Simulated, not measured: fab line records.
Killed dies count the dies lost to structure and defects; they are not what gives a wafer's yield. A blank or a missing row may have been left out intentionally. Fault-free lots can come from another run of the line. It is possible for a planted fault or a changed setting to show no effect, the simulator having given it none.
Split-lot trial || flow n5 finfet || 21 wafers read across 7 lots, on a route 1938 steps long

## ABOUT THE SPLIT
At N5_BEOL_M7_ILD_DEP_00 (deposits SiCOH lowk from DEMS/porogen, target thk 179.75 nm, time 33.4 s), the setting time s was moved away from the recipe's 33.4 s on 6 of the 21 wafers read, by -14.7% to +12.5%. This setting was run at the recipe's value on the other wafers.

## BETWEEN THE SPLIT AND THE READING: the file shows 1 step in between
- N5_BEOL_M7_CURE_74: cures SiCOH lowk, time 240 s

## THE READING
M7_ILD_THK in nanometres, read at N5_BEOL_M7_THK_MEAS_01. Typical for fault-free wafers on this fab line: 155.4 nm, with standard deviation 1.9 nm.

{"wafer": "L076.1", "tool, chamber at the split": "pecvd-02, 1", "time s as run, s": 33.4, "against the recipe": "recipe", "M7_ILD_THK, nm": 153.7, "against lot-mates on the recipe": "-"}
{"wafer": "L076.2", "tool, chamber at the split": "pecvd-02, 2", "time s as run, s": 37.09, "against the recipe": "+11.0%", "M7_ILD_THK, nm": 168.7, "against lot-mates on the recipe": "+15.0"}
{"wafer": "L076.4", "tool, chamber at the split": "pecvd-02, 1", "time s as run, s": 37.09, "against the recipe": "+11.0%", "M7_ILD_THK, nm": 174.2, "against lot-mates on the recipe": "+20.5"}
{"wafer": "L079.1", "tool, chamber at the split": "pecvd-04, 0", "time s as run, s": 30.42, "against the recipe": "-8.9%", "M7_ILD_THK, nm": 140.8, "against lot-mates on the recipe": -12.9}
{"wafer": "L079.3", "tool, chamber at the split": "pecvd-04, 1", "time s as run, s": 33.4, "against the recipe": "recipe", "M7_ILD_THK, nm": 153.3, "against lot-mates on the recipe": "-"}
{"wafer": "L079.6", "tool, chamber at the split": "pecvd-04, 2", "time s as run, s": 33.4, "against the recipe": "recipe", "M7_ILD_THK, nm": 154.2, "against lot-mates on the recipe": "-"}
{"wafer": "L083.3", "tool, chamber at the split": "pecvd-03, 1", "time s as run, s": 33.4, "against the recipe": "recipe", "M7_ILD_THK, nm": 153.4, "against lot-mates on the recipe": "-"}
{"wafer": "L083.5", "tool, chamber at the split": "pecvd-03, 2", "time s as run, s": 28.49, "against the recipe": "-14.7%", "M7_ILD_THK, nm": 132.3, "against lot-mates on the recipe": -21.8}
{"wafer": "L083.6", "tool, chamber at the split": "pecvd-03, 1", "time s as run, s": 33.4, "against the recipe": "recipe", "M7_ILD_THK, nm": 154.8, "against lot-mates on the recipe": "-"}
{"wafer": "L088.2", "tool, chamber at the split": "pecvd-03, 1", "time s as run, s": 33.4, "against the recipe": "recipe", "M7_ILD_THK, nm": 156.6, "against lot-mates on the recipe": "-"}
{"wafer": "L088.3", "tool, chamber at the split": "pecvd-03, 0", "time s as run, s": 33.4, "against the recipe": "recipe", "M7_ILD_THK, nm": 158.2, "against lot-mates on the recipe": "-"}
{"wafer": "L088.4", "tool, chamber at the split": "pecvd-03, 1", "time s as run, s": 33.4, "against the recipe": "recipe", "M7_ILD_THK, nm": 156.4, "against lot-mates on the recipe": "-"}
{"wafer": "L091.1", "tool, chamber at the split": "pecvd-03, 0", "time s as run, s": 33.4, "against the recipe": "recipe", "M7_ILD_THK, nm": 152.3, "against lot-mates on the recipe": "-"}
{"wafer": "L091.4", "tool, chamber at the split": "pecvd-03, 0", "time s as run, s": 33.4, "against the recipe": "recipe", "M7_ILD_THK, nm": 155.2, "against lot-mates on the recipe": "-"}
{"wafer": "L091.5", "tool, chamber at the split": "pecvd-03, 2", "time s as run, s": 33.4, "against the recipe": "recipe", "M7_ILD_THK, nm": 155.1, "against lot-mates on the recipe": "-"}
{"wafer": "L096.3", "tool, chamber at the split": "pecvd-02, 0", "time s as run, s": 33.4, "against the recipe": "recipe", "M7_ILD_THK, nm": 152.9, "against lot-mates on the recipe": "-"}
{"wafer": "L096.5", "tool, chamber at the split": "pecvd-02, 1", "time s as run, s": 37.58, "against the recipe": "+12.5%", "M7_ILD_THK, nm": 176.2, "against lot-mates on the recipe": "+23.3"}
{"wafer": "L096.6", "tool, chamber at the split": "pecvd-02, 2", "time s as run, s": 37.58, "against the recipe": "+12.5%", "M7_ILD_THK, nm": 175.4, "against lot-mates on the recipe": "+22.5"}
{"wafer": "L097.2", "tool, chamber at the split": "pecvd-02, 2", "time s as run, s": 33.4, "against the recipe": "recipe", "M7_ILD_THK, nm": 154.4, "against lot-mates on the recipe": "-"}
{"wafer": "L097.4", "tool, chamber at the split": "pecvd-02, 2", "time s as run, s": 33.4, "against the recipe": "recipe", "M7_ILD_THK, nm": 157.5, "against lot-mates on the recipe": "-"}
{"wafer": "L097.5", "tool, chamber at the split": "pecvd-02, 1", "time s as run, s": 33.4, "against the recipe": "recipe", "M7_ILD_THK, nm": 157.2, "against lot-mates on the recipe": "-"}

FIT RESULTS
A straight line over all 21 wafers: M7_ILD_THK changes by +1.58 nm for each +1% of time s; r = +0.98; the points scatter about the line by 1.9 nm.
The same after taking each lot's own level away (the mean of its wafers on the recipe; 21 wafers): +1.63 nm for each +1%; r = +0.99; scatter 1.6 nm.
The reading moves by 24 nm for the largest change in time s, on that fit.
From 152.90 to 157.07 nm: that is the span of the lots' own levels, equal to 2.2 times the standard deviation above.
Hence the lot-to-lot level has little effect on the slope; both slopes agree.
Check: -24.6 nm against its lot-mates is what the line predicts for one of the wafers moved furthest among these (-14.7%) when that wafer is left out of the fit. It came out at -21.8 nm against them.

## FURTHER SPLITS ON THESE WAFERS
Before the reading, these wafers also passed through other splits. Each is held against what the fit with the lots' levels taken away leaves over:
{"other split on the same wafers": "N5_BEOL_M1_HM_DEP_02 target thk a", "wafers away from the commonest value": 9, "r with M7_ILD_THK (lot level and that fit taken away)": -0.01}
{"other split on the same wafers": "N5_BEOL_M2_SPUTTER_48 time s", "wafers away from the commonest value": 11, "r with M7_ILD_THK (lot level and that fit taken away)": "+0.27"}
{"other split on the same wafers": "N5_BEOL_M3_ETCH_41 target depth a", "wafers away from the commonest value": 10, "r with M7_ILD_THK (lot level and that fit taken away)": -0.37}
{"other split on the same wafers": "N5_BEOL_M4_ETCH_70 time s", "wafers away from the commonest value": 7, "r with M7_ILD_THK (lot level and that fit taken away)": -0.33}
{"other split on the same wafers": "N5_BEOL_M4_TRENCH_ETCH_37 source w", "wafers away from the commonest value": 5, "r with M7_ILD_THK (lot level and that fit taken away)": "+0.33"}
{"other split on the same wafers": "N5_BEOL_M6_ALD_77 ald cycles", "wafers away from the commonest value": 8, "r with M7_ILD_THK (lot level and that fit taken away)": -0.07}

## THE WHOLE CHAIN: every reading that the file lists as answering this split, in the file's order
{"step": "N5_BEOL_M7_ILD_DEP_00", "what it does": "deposits SiCOH lowk from DEMS/porogen, target thk 179.75 nm, time 33.4 s", "reading": "SiCOH_lowk_of_BEOL_M7_ILD_DEP_00.thk nm (the simulator's own value, which no gauge read)", "change (the file's fit)": "+1.82 nm for each +1% of the setting", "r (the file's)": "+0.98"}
{"step": "N5_BEOL_M7_CURE_74", "what it does": "cures SiCOH lowk, time 240 s", "reading": "SiCOH_lowk_of_BEOL_M7_ILD_DEP_00.thk nm (the simulator's own value, which no gauge read)", "change (the file's fit)": "+1.59 nm for each +1% of the setting", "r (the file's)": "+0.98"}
{"step": "N5_BEOL_M7_THK_MEAS_01", "what it does": "", "reading": "M7_ILD_THK", "change (the file's fit)": "+1.6 for each +1% of the setting", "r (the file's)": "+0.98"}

## THE FILE'S OWN FIT
M7_ILD_THK changes by +1.6 nm for each +1% of time s, r = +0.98.
